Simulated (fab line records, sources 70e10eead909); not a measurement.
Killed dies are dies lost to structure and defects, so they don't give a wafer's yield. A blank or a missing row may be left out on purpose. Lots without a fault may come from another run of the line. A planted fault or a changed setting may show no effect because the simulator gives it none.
Which tool did it? | flow nand_harc | 12 lots, 36 wafers sampled, at 6 steps of a route of 1302

WHAT THE GAUGES READ, wafer by wafer
NHARC_P_GATE_CD_MEAS_26: target cd 120 nm. Usual: cd_nm 120.0 nm, standard deviation 0.77.
lot  | measured     | on        | cd_nm (nm)        | flag
L727 | day 5 18:44  | cd_sem-03 | 121.1 120.1 121.4 |
L729 | day 6 20:04  | cd_sem-02 | 119.4 120.0 119.9 |
L732 | day 7 20:35  | cd_sem-01 | 109.2 107.7 108.8 | OFF
L733 | day 8 11:00  | cd_sem-01 | 106.5 106.6 108.1 | OFF
L738 | day 10 07:43 | cd_sem-02 | 120.6 119.9 120.9 |
L741 | day 11 18:58 | cd_sem-02 | 119.6 120.4 118.3 |
L743 | day 12 12:10 | cd_sem-03 | 118.6 119.7 119.5 |
L744 | day 12 23:01 | cd_sem-02 | 119.8 120.5 120.3 |
L745 | day 13 05:06 | cd_sem-02 | 119.8 119.2 120.7 |
L746 | day 13 18:07 | cd_sem-02 | 120.8 120.3 119.1 |
L747 | day 14 03:54 | cd_sem-01 | 120.3 119.5 119.2 |
L748 | day 14 11:21 | cd_sem-03 | 119.7 119.9 119.5 |

NHARC_END_SORT_01. Usual: killed_at_array 56, standard deviation 19; killed_at_other 0.6, standard deviation 1; killed_at_periphery 3.9, standard deviation 2.7; killed_dies 61, standard deviation 19; killed_open 3.3, standard deviation 1.9; killed_short 2.4, standard deviation 1.7.
lot  | measured     | on        | killed_at_array | killed_at_other | killed_at_periphery | killed_dies | killed_open | killed_short | flag
L732 | day 27 14:01 | prober-01 | 45 47 45        | 0 0 1           | 9 15 12             | 54 62 58    | 2 2 1       | 2 2 4        |
L733 | day 27 15:38 | prober-02 | 26 27 35        | 0 0 0           | 8 11 2              | 34 38 37    | 2 2 5       | 3 0 4        |

WHICH TOOL RAN EACH LOT (tool, then ch and the chambers of the sampled wafers, then the start)
lot  | NHARC_P_GATE_HM_DEP_102       | NHARC_P_GATE_PEB_24               | NHARC_P_GATE_ETCH_104              | NHARC_P_GATE_HM_OPEN_105
L727 | acl_dep-01 ch 0, day 5 17:24  | litho_track-01 ch 0, day 5 18:40  | rie_diel-01 ch 0,1,3, day 5 19:01  | rie_diel-01 ch 1,2,3, no start
L729 | acl_dep-03 ch 0, day 6 18:38  | litho_track-04 ch 0, day 6 19:59  | rie_diel-05 ch 0,2,3, day 6 20:23  | rie_diel-05 ch 0,2, no start
L732 | acl_dep-02 ch 0, day 7 19:16  | litho_track-04 ch 0, day 7 20:31  | rie_diel-01 ch 1,3, day 7 20:52    | rie_diel-01 ch 0,2, day 27 14:01 or earlier
L733 | acl_dep-03 ch 0, day 8 09:50  | litho_track-04 ch 0, day 8 10:55  | rie_diel-13 ch 1,3, day 8 11:16    | rie_diel-13 ch 0,3, day 27 15:38 or earlier
L738 | acl_dep-03 ch 0, day 10 06:29 | litho_track-01 ch 0, day 10 07:38 | rie_diel-13 ch 1,2,3, day 10 07:59 | rie_diel-13 ch 0,1,3, no start
L741 | acl_dep-03 ch 0, day 11 17:51 | litho_track-06 ch 0, day 11 18:53 | rie_diel-01 ch 0,1,2, day 11 19:14 | rie_diel-01 ch 0,1, no start
L743 | acl_dep-03 ch 0, day 12 10:56 | litho_track-06 ch 0, day 12 12:05 | rie_diel-01 ch 0,1,3, day 12 12:26 | rie_diel-01 ch 0,2, no start
L744 | acl_dep-01 ch 0, day 12 21:41 | litho_track-06 ch 0, day 12 22:56 | rie_diel-01 ch 0,1,2, day 12 23:18 | rie_diel-01 ch 1,2,3, no start
L745 | acl_dep-02 ch 0, day 13 03:53 | litho_track-04 ch 0, day 13 05:01 | rie_diel-05 ch 1,2,3, day 13 05:23 | rie_diel-05 ch 1,2,3, no start
L746 | acl_dep-01 ch 0, day 13 16:46 | litho_track-04 ch 0, day 13 18:02 | rie_diel-13 ch 2,3, day 13 18:23   | rie_diel-13 ch 0,1, no start
L747 | acl_dep-03 ch 0, day 14 02:33 | litho_track-04 ch 0, day 14 03:49 | rie_diel-01 ch 1,3, day 14 04:10   | rie_diel-01 ch 1,2,3, no start
L748 | acl_dep-03 ch 0, day 14 10:08 | litho_track-04 ch 0, day 14 11:16 | rie_diel-01 ch 0,1,2, day 14 11:38 | rie_diel-01 ch 0,1,3, no start
- NHARC_P_GATE_HM_DEP_102: deposits aC, target thk 120 nm.
- NHARC_P_GATE_PEB_24: peb time 65 s.
- NHARC_P_GATE_ETCH_104: etches the open film in CF4/CHF3, target depth 60 nm.
- NHARC_P_GATE_HM_OPEN_105: chemistry O2/COS, target depth 360 nm.

WHAT THE TOOLS THEMSELVES READ (means of the sampled wafers that have a number; where no wafer has one, the mark that the record gives instead)
NHARC_P_GATE_HM_DEP_102. Usual: throttle_valve_pct 34.999 %, standard deviation 0.0083.
lot  | tool       | throttle_valve_pct (%) | flag
L727 | acl_dep-01 | 34.999                 |
L729 | acl_dep-03 | 34.993                 |
L732 | acl_dep-02 | 35.004                 |
L733 | acl_dep-03 | 35.001                 |
L738 | acl_dep-03 | 35.002                 |
L741 | acl_dep-03 | 35.004                 |
L743 | acl_dep-03 | 34.993                 |
L744 | acl_dep-01 | 34.998                 |
L745 | acl_dep-02 | 34.997                 |
L746 | acl_dep-01 | 34.996                 |
L747 | acl_dep-03 | 35.001                 |
L748 | acl_dep-03 | 35.007                 |

NHARC_P_GATE_PEB_24. Usual: heater_power_total_W 156.6 W, standard deviation 0.42; resist_line_temp_C 23.00 C, standard deviation 0.1.
lot  | tool           | heater_power_total_W (W) | resist_line_temp_C (C) | flag
L727 | litho_track-01 | 157.1                    | 22.88                  |
L729 | litho_track-04 | 156.2                    | 23.03                  |
L732 | litho_track-04 | 156.8                    | 23.13                  |
L733 | litho_track-04 | 156.7                    | 22.85                  |
L738 | litho_track-01 | 156.5                    | 23.05                  |
L741 | litho_track-06 | 156.3                    | 22.97                  |
L743 | litho_track-06 | 157.0                    | 23.03                  |
L744 | litho_track-06 | 156.3                    | 22.99                  |
L745 | litho_track-04 | 157.2                    | 22.96                  |
L746 | litho_track-04 | 156.5                    | 23.04                  |
L747 | litho_track-04 | 156.8                    | 23.11                  |
L748 | litho_track-04 | 156.3                    | 23.05                  |

NHARC_P_GATE_ETCH_104. Usual: drypump_motor_current_A 5.7 A, standard deviation 0.31; oes_product_au 0.959 a.u., standard deviation 0.02; rf_vpp_V 370.9 V, standard deviation 2.6; showerhead_plenum_p_Torr 1.58 Torr, standard deviation 0.072; throttle_valve_pct 16.803 %, standard deviation 0.0086.
lot  | tool        | drypump_motor_current_A (A) | oes_product_au (a.u.) | rf_vpp_V (V) | showerhead_plenum_p_Torr (Torr) | throttle_valve_pct (%) | flag
L727 | rie_diel-01 | 5.7                         | 0.962                 | 369.2        | 1.56                            | 16.809                 |
L729 | rie_diel-05 | 5.9                         | 0.953                 | 373.5        | 1.67                            | 16.804                 |
L732 | rie_diel-01 | 5.8                         | 0.963                 | 371.5        | 1.60                            | 16.802                 |
L733 | rie_diel-13 | 5.8                         | 0.981                 | 369.3        | 1.56                            | 16.805                 |
L738 | rie_diel-13 | 5.7                         | 0.934                 | 371.5        | 1.57                            | 16.811                 |
L741 | rie_diel-01 | 5.5                         | 0.982                 | 371.1        | 1.60                            | 16.803                 |
L743 | rie_diel-01 | 5.7                         | 0.973                 | 370.0        | 1.55                            | 16.801                 |
L744 | rie_diel-01 | 5.6                         | 0.946                 | 371.7        | 1.60                            | 16.805                 |
L745 | rie_diel-05 | 6.3                         | 0.961                 | 372.8        | 1.64                            | 16.806                 |
L746 | rie_diel-13 | 5.6                         | 0.964                 | 371.0        | 1.59                            | 16.812                 |
L747 | rie_diel-01 | 5.8                         | 0.972                 | 372.0        | 1.60                            | 16.806                 |
L748 | rie_diel-01 | 5.5                         | 0.974                 | 371.1        | 1.60                            | 16.800                 |

NHARC_P_GATE_HM_OPEN_105. Usual: drypump_motor_current_A 5.7 A, standard deviation 0.31; oes_product_au 1.004 a.u., standard deviation 0.011; rf_vpp_V 468 V, standard deviation 3.2; showerhead_plenum_p_Torr 3.14 Torr, standard deviation 0.14; throttle_valve_pct 28.330 %, standard deviation 0.0096.
lot  | tool        | drypump_motor_current_A (A) | oes_product_au (a.u.) | rf_vpp_V (V) | showerhead_plenum_p_Torr (Torr) | throttle_valve_pct (%) | flag
L727 | rie_diel-01 | 5.7                         | 1.000                 | 468          | 3.17                            | 28.341                 |
L729 | rie_diel-05 | 5.8                         | 0.993                 | 470          | 3.32                            | 28.324                 |
L732 | rie_diel-01 | 5.5                         | 1.010                 | 466          | 3.09                            | 28.328                 |
L733 | rie_diel-13 | 5.7                         | 0.995                 | 464          | 2.99                            | 28.335                 |
L738 | rie_diel-13 | 5.8                         | 1.001                 | 466          | 3.04                            | 28.328                 |
L741 | rie_diel-01 | 5.6                         | 1.014                 | 468          | 3.10                            | 28.331                 |
L743 | rie_diel-01 | 5.4                         | 1.013                 | 469          | 3.17                            | 28.329                 |
L744 | rie_diel-01 | 5.7                         | 1.012                 | 468          | 3.16                            | 28.327                 |
L745 | rie_diel-05 | 6.3                         | 1.014                 | 470          | 3.26                            | 28.333                 |
L746 | rie_diel-13 | 5.9                         | 1.006                 | 466          | 3.07                            | 28.331                 |
L747 | rie_diel-01 | 5.7                         | 1.003                 | 468          | 3.16                            | 28.331                 |
L748 | rie_diel-01 | 5.8                         | 1.013                 | 467          | 3.08                            | 28.330                 |

THE ANSWER, worked out from the rows above alone
Rule: a lot is off if the mean of its wafers that have a number lies more than 3 standard deviations from the usual mean. A lot without any number at a reading at which 4 lots or more have one is off too. The other lots that the step has rows for count as sound. The gauges are gone through in route order, then the tools' own readings, and for those a lot's mean is taken as printed above. The first step at which some lot is off is used, and at that step the reading that is off furthest; a lot without a number counts as furthest.
Off: L732, L733, at NHARC_P_GATE_CD_MEAS_26 (cd_nm).
A tool fits if, at a process step before that reading, it ran every lot that is off, and no sound lot after the first of them. The gauges at NHARC_P_GATE_CD_MEAS_26 are tried like those tools. None of those tried fits.

WHAT THE SIMULATOR HAD PUT IN
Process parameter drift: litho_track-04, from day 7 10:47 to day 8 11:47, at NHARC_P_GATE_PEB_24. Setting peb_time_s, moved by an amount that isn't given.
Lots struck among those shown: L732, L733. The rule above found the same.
